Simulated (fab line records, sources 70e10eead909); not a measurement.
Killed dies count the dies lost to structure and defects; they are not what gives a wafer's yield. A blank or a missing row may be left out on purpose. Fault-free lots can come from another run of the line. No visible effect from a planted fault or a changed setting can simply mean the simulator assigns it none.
Chamber matching -- flow nand harc -- 4 sister chambers for NHARC_THIN_TSV_CMP_01 on cmp-02
The step polishes. 4 wafers are shown with their chamber, then 6 later ones without.

## WAFERS, EACH WITH ITS CHAMBER
wafer,chamber,motor current A (A)
L409.1,0,13.7
L410.1,3,10.7
L410.3,2,12.6
L410.4,1,11.6

## WAFERS WHOSE CHAMBER IS MISSING
wafer,motor current A (A)
L413.2,11.0
L413.3,11.8
L413.6,11.3
L414.3,11.2
L414.5,10.5
L414.6,11.9

## CHAMBER TAKEN BY EACH
wafer,from the rows above,in truth
L413.2,can't be placed: 3 or 1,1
L413.3,1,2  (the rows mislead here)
L413.6,can't be placed: 1 or 3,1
L414.3,can't be placed: 1 or 3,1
L414.5,3,3
L414.6,can't be placed: 1 or 2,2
Placed correctly: 1 of 6. From these rows, 4 cannot be placed; in 4 the true chamber is one of the candidates. 1 placed wrongly.
How it was worked out, from the rows above alone: a wafer's distance from a chamber is the root of the sum, over the readings, of the square of ((its reading less the chamber's mean) divided by the reading's scatter). The wafer belongs to the nearest chamber; if the next one is less than 2 further off, it can't be placed. Each chamber's mean is taken over the wafers shown for it. The scatter: with one shown wafer a chamber, the root of the mean of the squares of how far each hidden wafer lies from its nearest shown one.
